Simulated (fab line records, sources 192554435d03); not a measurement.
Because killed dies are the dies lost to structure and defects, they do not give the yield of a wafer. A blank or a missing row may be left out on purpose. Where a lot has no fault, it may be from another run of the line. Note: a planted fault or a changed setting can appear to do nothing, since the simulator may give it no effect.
Split-lot trial | flow n5_finfet | 39 wafers read from 7 lots, route of 1938 steps

## THE SPLIT ITSELF
At N5_DUMMY_GATE_ETCH_32 (etches SiO2 in CF4, target depth 3.5 nm, time 3.9 s), the setting time_s was moved away from the recipe's 3.9 s on 12 of the 39 wafers read, by -22.6% to +15.7%. The other wafers ran this setting at the recipe's value.

Reading taken at the split's own step.

## THE READING
etch.depth_nm (the simulator's own value, which no gauge read), in nm, at N5_DUMMY_GATE_ETCH_32 (etches SiO2 in CF4, target depth 3.5 nm, time 3.9 s). No usual value for it is given in the file. The 27 wafers here that ran the recipe average 3.464 nm, standard deviation 0.049 nm.

wafer  | tool, chamber at the split | time_s as run, s | against the recipe | etch.depth_nm, nm | against lot-mates on the recipe
L077.2 | rie_si-02, 2               | 3.9              | recipe             | 3.43              | -
L077.5 | rie_si-02, 3               | 3.9              | recipe             | 3.563             | -
L077.6 | rie_si-02, 0               | 3.9              | recipe             | 3.439             | -
L081.1 | rie_si-02, 3               | 3.9              | recipe             | 3.471             | -
L081.2 | rie_si-02, 0               | 3.018            | -22.6%             | 2.634             | -0.809
L081.3 | rie_si-02, 2               | 3.018            | -22.6%             | 2.614             | -0.829
L081.4 | rie_si-02, 1               | 3.9              | recipe             | 3.41              | -
L081.5 | rie_si-02, 1               | 3.9              | recipe             | 3.447             | -
L081.6 | rie_si-02, 0               | 3.018            | -22.6%             | 2.631             | -0.812
L082.1 | rie_si-02, 1               | 3.318            | -14.9%             | 2.971             | -0.519
L082.2 | rie_si-02, 0               | 3.9              | recipe             | 3.407             | -
L082.3 | rie_si-02, 2               | 3.318            | -14.9%             | 2.914             | -0.576
L082.4 | rie_si-02, 3               | 3.9              | recipe             | 3.531             | -
L082.5 | rie_si-02, 0               | 3.318            | -14.9%             | 2.909             | -0.581
L082.6 | rie_si-02, 3               | 3.9              | recipe             | 3.533             | -
L085.1 | rie_si-02, 1               | 3.9              | recipe             | 3.481             | -
L085.2 | rie_si-02, 3               | 3.9              | recipe             | 3.551             | -
L085.3 | rie_si-02, 0               | 3.9              | recipe             | 3.479             | -
L085.4 | rie_si-02, 2               | 3.9              | recipe             | 3.406             | -
L085.5 | rie_si-02, 2               | 3.9              | recipe             | 3.419             | -
L085.6 | rie_si-02, 1               | 3.9              | recipe             | 3.482             | -
L088.1 | rie_si-01, 0               | 3.9              | recipe             | 3.455             | -
L088.2 | rie_si-01, 1               | 4.511            | +15.7%             | 3.998             | +0.534
L088.3 | rie_si-01, 3               | 4.511            | +15.7%             | 4.164             | +0.700
L088.4 | rie_si-01, 1               | 3.9              | recipe             | 3.449             | -
L088.5 | rie_si-01, 3               | 4.511            | +15.7%             | 4.157             | +0.693
L088.6 | rie_si-01, 0               | 3.9              | recipe             | 3.487             | -
L095.1 | rie_si-01, 2               | 3.505            | -10.1%             | 3.145             | -0.275
L095.2 | rie_si-01, 3               | 3.505            | -10.1%             | 3.171             | -0.249
L095.3 | rie_si-01, 1               | 3.9              | recipe             | 3.374             | -
L095.4 | rie_si-01, 0               | 3.505            | -10.1%             | 3.092             | -0.328
L095.5 | rie_si-01, 2               | 3.9              | recipe             | 3.51              | -
L095.6 | rie_si-01, 1               | 3.9              | recipe             | 3.376             | -
L096.1 | rie_si-02, 1               | 3.9              | recipe             | 3.458             | -
L096.2 | rie_si-02, 0               | 3.9              | recipe             | 3.47              | -
L096.3 | rie_si-02, 2               | 3.9              | recipe             | 3.436             | -
L096.4 | rie_si-02, 3               | 3.9              | recipe             | 3.521             | -
L096.5 | rie_si-02, 0               | 3.9              | recipe             | 3.459             | -
L096.6 | rie_si-02, 1               | 3.9              | recipe             | 3.473             | -

FIT RESULTS
A straight line over all 39 wafers: etch.depth_nm changes by +0.0375 nm for each +1% of time_s; r = +0.99; the points scatter about the line by 0.053 nm.
The same after taking each lot's own level away (the mean of its wafers on the recipe; 39 wafers): +0.0371 nm for each +1%; r = +0.99; scatter 0.054 nm.
According to that fit, moving time_s by its largest amount changes the reading by 0.84 nm.
The lots' own levels span 3.4200 to 3.4903 nm, that is 1.4 times the standard deviation above.
So the lot-to-lot level changes the slope little: the two slopes agree.
Check: -0.83 nm against its lot-mates is what the line predicts for one of the wafers moved furthest among these (-22.6%) when that wafer is left out of the fit. Against them it came out at -0.809 nm.

## FURTHER SPLITS ON THESE WAFERS
Note: prior to the reading, these wafers also went through further splits. Each is held against what the fit with the lots' levels taken away leaves over:
other split on the same wafers    | wafers away from the commonest value | r with etch.depth_nm (lot level and that fit taken away)
N5_DUMMY_GATE_CVD_03 target_thk_a | 18                                   | +0.13

## THE FILE'S OWN FIT
etch.depth_nm changes by +0.0367 nm for each +1% of time_s, r = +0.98.
